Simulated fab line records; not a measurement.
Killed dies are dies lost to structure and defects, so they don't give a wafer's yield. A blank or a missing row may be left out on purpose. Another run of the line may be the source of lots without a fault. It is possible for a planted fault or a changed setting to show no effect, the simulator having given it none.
fab line records + flow n5-finfet
record
- lots=6
- wafers=16
- last-day=16
route steps=1938 shown BEOL_M1@824 BEOL_M4@1111 PASSIVATION@1936
lots untouched by any fault: they come from a run of this same line in which no faults occurred
start-h: start of the lot's first displayed wafer, in hours after the record's first day + wait-h: hours from the lot's prior step to this one + " same as the row above + L1.1+2: several wafers, shown together as one row + - no value present, or no start provided + * or withheld: withheld + < > ~ a bound
route shown NAME@n: NAME is a module with steps in the file, n the number in the route of the first one + usual: mean/standard deviation taken from wafers without a fault + same: alike in all rows + chamber/n: place in a boat + sites: per-site readings + _std_site: the standard deviation of these + _edge_site: mean of outer sites minus mean of inner sites + radius-mm: for every site, how far away it sits from the centre of the wafer + mask NAME#n: copy n + behind: the most recent tool/chamber to have shaped the wafer + hold: what put the lot on hold/how long, in hours/how the hold closed + device: names the non-switching transistor (n, p or np) + end of line: tests run on the same wafers once the route is complete + a step without rows: its recipe alone + killed: not the wafer's yield, but the dies lost to structure and defects at the first sort + map: dies across one wafer; x = killed, . = not, _ = none there
set.NAME: the run value of the setting; set.NAME@STEP: its run value at that earlier step + model.NAME: the simulator's own value behind a step, which no gauge read
a table for each step, a row for each wafer; lots at some steps of the route
services: from which hour (start-h, from the record's first day; less than 0 if before it) a tool's chamber was out of use, for how many hours, and why
## steps
# step N5_BEOL_M1_SPUTTER_90
# recipe
- material=Cu
- target-thk-a=45
- temp-c=-20
- chamber-pressure-pa=0.07
- power-w=withheld
- time-s=8.29
# step N5_BEOL_M1_ANNEAL_91
# recipe
- temp-c=400
- time-s=240
- ambient=vacuum
# step N5_BEOL_M1_SPUTTER_92
# recipe
- material=Cu
- target-thk-a=45
- temp-c=-20
- chamber-pressure-pa=0.07
- power-w=withheld
- time-s=8.29
# usual
- throttle-valve-pct=29.8/1
| lot.wafer | tool           | chamber | start-h | wait-h | throttle-valve-pct |
|-----------|----------------|---------|---------|--------|--------------------|
| L204.1    | pvd-sputter-02 | -       | 144.56  | 0.1    | 31.5               |
| L204.3    | "              | -       | "       | "      | 28.5               |
| L204.4    | "              | -       | "       | "      | 28.6               |
| L210.1    | pvd-sputter-03 | -       | 177.89  | 0.1    | 30.6               |
| L210.4    | "              | -       | "       | "      | 30.0               |
| L210.5    | "              | -       | "       | "      | 29.2               |
| L211.1    | pvd-sputter-01 | -       | 187.12  | 0.1    | 27.9               |
| L211.2    | "              | -       | "       | "      | 30.8               |
| L211.6    | "              | -       | "       | "      | 30.5               |
| L216.3    | pvd-sputter-03 | -       | 211.77  | 0.1    | 29.2               |
| L216.5    | "              | -       | "       | "      | 29.0               |
| L220.3    | pvd-sputter-03 | -       | 237.53  | 0.1    | 30.8               |
| L220.5    | "              | -       | "       | "      | 31.0               |
| L220.6    | "              | -       | "       | "      | 29.2               |
| L222.2    | pvd-sputter-01 | -       | 244.48  | 0.1    | 31.0               |
| L222.3    | "              | -       | "       | "      | 28.0               |
# step N5_BEOL_M1_ANNEAL_93
# recipe
- temp-c=400
- time-s=240
- ambient=vacuum
# step N5_BEOL_M1_SPUTTER_94
# recipe
- material=Cu
- target-thk-a=45
- temp-c=-20
- chamber-pressure-pa=0.07
- power-w=withheld
- time-s=8.29
# usual
- throttle-valve-pct=29.8/1
| lot.wafer | tool           | chamber | start-h | wait-h | throttle-valve-pct |
|-----------|----------------|---------|---------|--------|--------------------|
| L204.1    | pvd-sputter-02 | -       | 144.78  | 0.1    | 31.4               |
| L204.3    | "              | -       | "       | "      | 28.4               |
| L204.4    | "              | -       | "       | "      | 28.8               |
| L210.1    | pvd-sputter-03 | -       | 178.11  | 0.1    | 30.6               |
| L210.4    | "              | -       | "       | "      | 30.4               |
| L210.5    | "              | -       | "       | "      | 29.2               |
| L211.1    | pvd-sputter-01 | -       | 187.34  | 0.1    | 27.7               |
| L211.2    | "              | -       | "       | "      | 30.8               |
| L211.6    | "              | -       | "       | "      | 30.6               |
| L216.3    | pvd-sputter-03 | -       | 211.99  | 0.1    | 29.0               |
| L216.5    | "              | -       | "       | "      | 29.4               |
| L220.3    | pvd-sputter-03 | -       | 237.75  | 0.1    | 30.8               |
| L220.5    | "              | -       | "       | "      | 30.6               |
| L220.6    | "              | -       | "       | "      | 29.2               |
| L222.2    | pvd-sputter-01 | -       | 244.70  | 0.1    | 30.9               |
| L222.3    | "              | -       | "       | "      | 27.9               |
# step N5_BEOL_M1_ANNEAL_95
# recipe
- temp-c=400
- time-s=240
- ambient=vacuum
# step N5_BEOL_M1_SPUTTER_96
# recipe
- material=Cu
- target-thk-a=45
- temp-c=-20
- chamber-pressure-pa=0.07
- power-w=withheld
- time-s=8.29
# usual
- throttle-valve-pct=29.8/1
| lot.wafer | tool           | chamber | start-h | wait-h | throttle-valve-pct |
|-----------|----------------|---------|---------|--------|--------------------|
| L204.1    | pvd-sputter-02 | -       | 145.00  | 0.1    | 31.3               |
| L204.3    | "              | -       | "       | "      | 28.5               |
| L204.4    | "              | -       | "       | "      | 28.7               |
| L210.1    | pvd-sputter-03 | -       | 178.33  | 0.1    | 30.9               |
| L210.4    | "              | -       | "       | "      | 30.1               |
| L210.5    | "              | -       | "       | "      | 29.2               |
| L211.1    | pvd-sputter-01 | -       | 187.56  | 0.1    | 27.8               |
| L211.2    | "              | -       | "       | "      | 30.8               |
| L211.6    | "              | -       | "       | "      | 30.6               |
| L216.3    | pvd-sputter-03 | -       | 212.21  | 0.1    | 29.3               |
| L216.5    | "              | -       | "       | "      | 29.4               |
| L220.3    | pvd-sputter-03 | -       | 237.97  | 0.1    | 30.7               |
| L220.5    | "              | -       | "       | "      | 30.5               |
| L220.6    | "              | -       | "       | "      | 29.1               |
| L222.2    | pvd-sputter-01 | -       | 244.92  | 0.1    | 30.6               |
| L222.3    | "              | -       | "       | "      | 27.7               |
# step N5_BEOL_M1_ECD_50
# recipe
- material=Cu
- target-thk-a=3000
# step N5_BEOL_M1_ANNEAL_51
# recipe
- temp-c=225
- time-s=90
- ambient=N2
# usual
- wafer_temp_C_max=226.0/0.53
| lot.wafer | tool          | chamber | start-h | wait-h | wafer_temp_C_max |
|-----------|---------------|---------|---------|--------|------------------|
| L204.1    | rtp-anneal-02 | 0       | 145.29  | 0.2    | 225.8            |
| L204.3    | "             | 0       | "       | "      | 225.7            |
| L204.4    | "             | 0       | "       | "      | 225.7            |
| L210.1    | rtp-anneal-02 | 0       | 178.52  | 0.1    | 225.7            |
| L210.4    | "             | 0       | "       | "      | 225.9            |
| L210.5    | "             | 0       | "       | "      | 225.4            |
| L211.1    | rtp-anneal-02 | 0       | 187.79  | 0.1    | 225.9            |
| L211.2    | "             | 0       | "       | "      | 225.7            |
| L211.6    | "             | 0       | "       | "      | 225.4            |
| L216.3    | rtp-anneal-02 | 0       | 212.49  | 0.1    | 225.6            |
| L216.5    | "             | 0       | "       | "      | 225.4            |
| L220.3    | rtp-anneal-02 | 0       | 238.26  | 0.1    | 225.7            |
| L220.5    | "             | 0       | "       | "      | 225.6            |
| L220.6    | "             | 0       | "       | "      | 225.5            |
| L222.2    | rtp-anneal-01 | 0       | 245.17  | 0.1    | 226.4            |
| L222.3    | "             | 0       | "       | "      | 226.5            |
# step N5_BEOL_M1_CMP_52
# recipe
- stop-on=SiOC
- t-overpolish-s=6.8
- down-force-psi=1
- platen-rpm=50
- clearing-platen-down-force-psi=1.5
- clearing-platen-rpm=50
- post-cmp-clean=cu-alkaline
- target-thk-nm=40
- clearing-platen-pad-velocity-m-s=0.99484
- pad-velocity-m-s=0.99484
# step N5_BEOL_M1_THK_MEAS_53
# recipe
- thk-meas-gauge=xrf
- reads=Cu_of_BEOL_M1_ECD_50
# usual
- M1_THK=40.1/1.7
| lot.wafer | tool          | chamber | start-h | wait-h | M1_THK[nm] |
|-----------|---------------|---------|---------|--------|------------|
| L204.1    | film-metro-01 | -       | 145.88  | -      | 40.8       |
| L204.3    | "             | -       | "       | "      | 39.6       |
| L204.4    | "             | -       | "       | "      | 39.1       |
| L210.1    | film-metro-02 | -       | 179.12  | -      | 38.5       |
| L210.4    | "             | -       | "       | "      | 39.2       |
| L210.5    | "             | -       | "       | "      | 41.7       |
| L211.1    | film-metro-02 | -       | 188.38  | -      | 37.7       |
| L211.2    | "             | -       | "       | "      | 38.9       |
| L211.6    | "             | -       | "       | "      | 41.5       |
| L216.3    | film-metro-01 | -       | 213.00  | -      | 39.4       |
| L216.5    | "             | -       | "       | "      | 40.3       |
| L220.3    | film-metro-02 | -       | 238.77  | -      | 39.4       |
| L220.5    | "             | -       | "       | "      | 41.3       |
| L220.6    | "             | -       | "       | "      | 42.8       |
| L222.2    | film-metro-02 | -       | 245.71  | -      | 38.4       |
| L222.3    | "             | -       | "       | "      | 40.2       |
# step N5_BEOL_M1_PRE_CLEAN_60
# recipe
- gas=NH3/H2
- time-s=15
- temp-c=*
- rf-power-w=300
# usual
- heater-power-w=87/11
| lot.wafer | tool      | chamber | start-h | wait-h | heater-power-w | since-wet-clean-h |
|-----------|-----------|---------|---------|--------|----------------|-------------------|
| L204.1    | cvd-co-02 | 0       | 145.92  | 0.0    | 99             | 906               |
| L204.3    | "         | 1       | "       | "      | 99             | 9                 |
| L204.4    | "         | 1       | "       | "      | 96             | -                 |
| L210.1    | cvd-co-02 | 0       | 179.15  | 0.0    | 97             | 939               |
| L210.4    | "         | 0       | "       | "      | 97             | -                 |
| L210.5    | "         | 2       | "       | "      | 87             | -                 |
| L211.1    | cvd-co-02 | 2       | 188.42  | 0.0    | 88             | 489               |
| L211.2    | "         | 1       | "       | "      | 99             | 52                |
| L211.6    | "         | 0       | "       | "      | 96             | -                 |
| L216.3    | cvd-co-02 | 0       | 213.03  | 0.0    | 96             | 973               |
| L216.5    | "         | 0       | "       | "      | 98             | -                 |
| L220.3    | cvd-co-01 | 0       | 238.80  | 0.0    | 73             | 780               |
| L220.5    | "         | 1       | "       | "      | 69             | -                 |
| L220.6    | "         | 2       | "       | "      | 83             | -                 |
| L222.2    | cvd-co-02 | 1       | 245.75  | 0.0    | 99             | 109               |
| L222.3    | "         | 0       | "       | "      | 97             | 1006              |
# step N5_BEOL_M1_CO_CAP_55
# recipe
- material=Co
- target-thk-a=20
- temp-c=200
- precursor=CCTBA/H2
- pressure-torr=30
- time-s=102.1
# usual
- heater-power-w=239/15
- run-length-s=125.3/0.6
| lot.wafer | tool      | chamber | start-h | wait-h | heater-power-w | run-length-s | since-wet-clean-h | model.Co_of_BEOL_M1_CO_CAP_55.thk-nm |
|-----------|-----------|---------|---------|--------|----------------|--------------|-------------------|--------------------------------------|
| L204.1    | cvd-co-02 | 0       | 145.96  | 0.0    | 251            | 124.3        | 906               | 2.2                                  |
| L204.3    | "         | 1       | "       | "      | 253            | 125.9        | 9                 | 2.2                                  |
| L204.4    | "         | 1       | "       | "      | 249            | 125.0        | -                 | 2                                    |
| L210.1    | cvd-co-02 | 0       | 179.19  | 0.0    | 253            | 124.8        | 939               | 2                                    |
| L210.4    | "         | 0       | "       | "      | 250            | 125.0        | -                 | 2.2                                  |
| L210.5    | "         | 2       | "       | "      | 242            | 125.4        | -                 | 1.8                                  |
| L211.1    | cvd-co-02 | 2       | 188.46  | 0.0    | 246            | 125.3        | 489               | 2                                    |
| L211.2    | "         | 1       | "       | "      | 249            | 125.2        | 52                | 2.2                                  |
| L211.6    | "         | 0       | "       | "      | 257            | 124.4        | -                 | 2.2                                  |
| L216.3    | cvd-co-02 | 0       | 213.07  | 0.0    | 247            | 63.5         | 973               | 0.8                                  |
| L216.5    | "         | 0       | "       | "      | 249            | 124.3        | -                 | 2.2                                  |
| L220.3    | cvd-co-01 | 0       | 238.84  | 0.0    | 210            | 125.9        | 780               | 1.8                                  |
| L220.5    | "         | 1       | "       | "      | 215            | 126.0        | -                 | 2                                    |
| L220.6    | "         | 2       | "       | "      | 244            | 124.6        | -                 | 2                                    |
| L222.2    | cvd-co-02 | 1       | 245.79  | 0.0    | 255            | 65.1         | 109               | 1                                    |
| L222.3    | "         | 0       | "       | "      | 254            | 63.5         | 1006              | 0.8                                  |
# step N5_BEOL_M1_PRE_CLEAN_56
# recipe
- gas=NH3
- time-s=15
- temp-c=withheld
- rf-power-w=300
# step N5_BEOL_M4_RC_MEAS_101
# usual
- DIBL_N=36.6/2.1
- DIBL_P=36.3/2.2
- IOFF_N=0.16/0.036
- IOFF_P=0.21/0.038
- ION_N=671/12
- ION_P=460/7.5
- SS_N=71.8/0.72
- SS_P=73.3/0.72
- VT_N=250/3.2
- VT_P=-250/3.5
| lot.wafer | tool      | chamber | start-h | wait-h | DIBL_N[mV/V] | DIBL_P[mV/V] | IOFF_N[nA/um] | IOFF_P[nA/um] | ION_N[uA/um] | ION_P[uA/um] | SS_N[mV/dec] | SS_P[mV/dec] | VT_N[mV] | VT_P[mV] |
|-----------|-----------|---------|---------|--------|--------------|--------------|---------------|---------------|--------------|--------------|--------------|--------------|----------|----------|
| L204.1    | prober-02 | 0       | 179.56  | 0.0    | 36.6         | 37.0         | 0.21          | 0.24          | 671          | 463          | 72.2         | 73.3         | 247      | -249     |
| L204.3    | "         | 0       | "       | "      | 38.1         | 39.9         | 0.23          | 0.27          | 697          | 474          | 72.4         | 74.4         | 244      | -246     |
| L204.4    | "         | 0       | "       | "      | 37.8         | 38.3         | 0.22          | 0.25          | 674          | 459          | 72.4         | 73.5         | 247      | -248     |
| L210.1    | prober-01 | 0       | 208.95  | 0.0    | 34.1         | 33.5         | 0.14          | 0.18          | 662          | 451          | 70.5         | 73.2         | 252      | -253     |
| L210.4    | "         | 0       | "       | "      | 34.2         | 35.0         | 0.14          | 0.20          | 673          | 466          | 70.8         | 72.8         | 251      | -253     |
| L210.5    | "         | 0       | "       | "      | 33.3         | 33.0         | 0.13          | 0.18          | 665          | 458          | 70.1         | 72.7         | 251      | -253     |
| L211.1    | prober-02 | 0       | 218.49  | 0.0    | 34.6         | 35.7         | 0.15          | 0.20          | 680          | 468          | 71.6         | 72.4         | 248      | -249     |
| L211.2    | "         | 0       | "       | "      | 35.4         | 36.6         | 0.16          | 0.22          | 680          | 468          | 72.0         | 73.2         | 249      | -250     |
| L211.6    | "         | 0       | "       | "      | 37.0         | 38.1         | 0.18          | 0.23          | 672          | 460          | 71.9         | 73.1         | 249      | -247     |
| L216.3    | prober-01 | 0       | 243.50  | 0.9    | 36.6         | 36.7         | 0.16          | 0.20          | 659          | 453          | 72.2         | 73.6         | 248      | -256     |
| L216.5    | "         | 0       | "       | "      | 34.6         | 34.6         | 0.13          | 0.18          | 653          | 452          | 72.0         | 72.3         | 254      | -256     |
| L220.3    | prober-02 | 0       | 275.32  | 0.3    | 33.5         | 34.4         | 0.12          | 0.17          | 661          | 449          | 71.8         | 71.9         | 253      | -254     |
| L220.5    | "         | 0       | "       | "      | 36.6         | 37.1         | 0.17          | 0.21          | 667          | 452          | 71.8         | 74.0         | 251      | -250     |
| L220.6    | "         | 0       | "       | "      | 34.3         | 34.8         | 0.14          | 0.18          | 676          | 463          | 71.0         | 72.6         | 250      | -251     |
| L222.2    | prober-02 | 0       | 283.04  | 0.2    | 37.0         | 37.3         | 0.18          | 0.21          | 682          | 469          | 71.9         | 73.5         | 248      | -252     |
| L222.3    | "         | 0       | "       | "      | 39.4         | 39.0         | 0.23          | 0.25          | 684          | 459          | 73.6         | 73.8         | 247      | -251     |
# step N5_PASSIVATION_PROBE_49
# usual
- defect-limited-yield=91.1/1.4
- killed_at_M0_to_M3=33/9.1
- killed_at_M4_up=14/5.6
- killed-at-contacts=13/5.7
- killed-at-front-end=42/12
- killed-at-other=4/3
- killed-dies=105/16
- killed-on-rim=13/4
- killed-open=69/11
- killed-short=34/7.5
- sort_bin_5_function=5.2/0.91
- sort_bin_6_memory=3.3/0.64
- sort-n-pass=1075/16
- sort-yield-pct=91.1/1.4
# same
- gross-dies=1180
- killed-at-back-side=0
- sort_bin_4_leakage[%]=0
- sort_bin_8_speed[%]=0
| lot.wafer | tool      | chamber | start-h | wait-h | defect-limited-yield[%] | killed_at_M0_to_M3 | killed_at_M4_up | killed-at-contacts | killed-at-front-end | killed-at-other | killed-dies | killed-on-rim | killed-open | killed-short | sort_bin_5_function[%] | sort_bin_6_memory[%] | sort-n-pass | sort-yield-pct[%] |
|-----------|-----------|---------|---------|--------|-------------------------|--------------------|-----------------|--------------------|---------------------|-----------------|-------------|---------------|-------------|--------------|------------------------|----------------------|-------------|-------------------|
| L204.1    | prober-02 | -       | 281.80  | 0.0    | 92.5                    | 37                 | 14              | 11                 | 26                  | 0               | 88          | 10            | 67          | 20           | 4.0                    | 3.4                  | 1092        | 92.5              |
| L204.3    | prober-02 | -       | 281.90  | 0.1    | 91.6                    | 36                 | 13              | 18                 | 30                  | 2               | 99          | 15            | 74          | 24           | 4.7                    | 3.6                  | 1081        | 91.6              |
| L204.4    | prober-02 | -       | 281.95  | 0.2    | 91.8                    | 32                 | 22              | 18                 | 21                  | 4               | 97          | 10            | 62          | 34           | 5.1                    | 3.1                  | 1083        | 91.8              |
| L211.1    | prober-02 | -       | 310.88  | 0.0    | 93.5                    | 27                 | 16              | 6                  | 26                  | 2               | 77          | 13            | 54          | 23           | 4.2                    | 1.9                  | 1103        | 93.5              |
| L211.2    | prober-02 | -       | 310.93  | 0.1    | 92.6                    | 30                 | 12              | 8                  | 36                  | 1               | 87          | 12            | 59          | 27           | 4.1                    | 3.1                  | 1093        | 92.6              |
| L211.6    | prober-02 | -       | 311.13  | 0.3    | 92.0                    | 40                 | 10              | 16                 | 25                  | 3               | 94          | 9             | 56          | 37           | 4.8                    | 2.7                  | 1086        | 92.0              |
# killed by level:class
L204.1 MOL_CONTACT_COAG:geometric-particle:open=10 FIN_SAQP:geometric-particle:open=9 BEOL_M1:geometric-particle:open=9 BEOL_M2:geometric-particle:open=9 STARTING-WAFER:geometric-particle:short=6 BEOL_M0:geometric-particle:open=5 BEOL_M5:geometric-particle:open=5 BEOL_M0_SAQP:geometric-particle:short=4
L204.3 MOL_CONTACT_COAG:geometric-particle:open=17 BEOL_M3:geometric-particle:open=13 STI_FIN_REVEAL:geometric-particle:open=6 BEOL_M1:geometric-particle:open=6 BEOL_M3:geometric-particle:short=6 BEOL_M4:geometric-particle:open=5 FIN_SAQP:geometric-particle:open=4 DUMMY_GATE:geometric-particle:open=4
L204.4 MOL_CONTACT_COAG:geometric-particle:open=13 BEOL_M4:geometric-particle:open=11 BEOL_M1:geometric-particle:open=8 BEOL_M3:geometric-particle:open=7 BEOL_M1:geometric-particle:short=6 MOL_CONTACT_COAG:geometric-particle:short=5 BEOL_M0_SAQP:geometric-particle:short=5 GATE_CUT:geometric-particle:open=4
L211.1 FIN_SAQP:geometric-particle:open=11 BEOL_M2:geometric-particle:open=11 BEOL_M3:geometric-particle:open=6 BEOL_M4:geometric-particle:open=6 FIN_SAQP:geometric-particle:short=4 MOL_CONTACT_COAG:geometric-particle:open=4 BEOL_M5:geometric-particle:short=4 GATE_CUT:geometric-particle:short=3
L211.2 BEOL_M3:geometric-particle:open=9 BEOL_M2:geometric-particle:open=8 FIN_SAQP:geometric-particle:open=6 MOL_CONTACT_COAG:geometric-particle:open=6 GATE_CUT:geometric-particle:open=6 BEOL_M4:geometric-particle:open=6 BEOL_M0:geometric-particle:open=5 FIN_SAQP:geometric-particle:short=4
L211.6 MOL_CONTACT_COAG:geometric-particle:open=11 FIN_SAQP:geometric-particle:open=9 FIN_SAQP:geometric-particle:short=9 BEOL_M2:geometric-particle:open=9 BEOL_M3:geometric-particle:open=7 BEOL_M2:geometric-particle:short=5 MOL_CONTACT_COAG:geometric-particle:short=4 BEOL_M0:geometric-particle:open=4
## services
| tool           | chamber | start-h | hours | kind   |
|----------------|---------|---------|-------|--------|
| pvd-sputter-01 | -       | 129.27  | 6.9   | repair |
| cvd-co-02      | -       | 154.10  | 6.9   | pm     |
| pvd-sputter-01 | -       | 161.78  | 0.8   | repair |
| cvd-co-01      | -       | 171.84  | 39.5  | repair |
## key
first-sign
- step=N5_BEOL_M1_CO_CAP_55
- reading=run-length-s
- direction=down
- sigmas=99+
- usual=*
- struck=*
effect none on later readings
model-effect
- step=N5_BEOL_M1_CO_CAP_55
- value=Co_of_BEOL_M1_CO_CAP_55.thk-nm
- without=2.067
- struck=0.8667
met-at N5_BEOL_M1_CO_CAP_55
struck-wafers L216.3,L222.2,L222.3
onset-between 188.46 213.07
fault
- kind=process-parameter-drift
- tool=cvd-co-02
- chamber=-
- onset-h=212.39
- steps=N5_BEOL_M1_CO_CAP_55
- channel=time-s
- offset=*
- shape=step
- end-h=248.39
- scope=struck-wafers-only
- acts-in=*
- stated=*
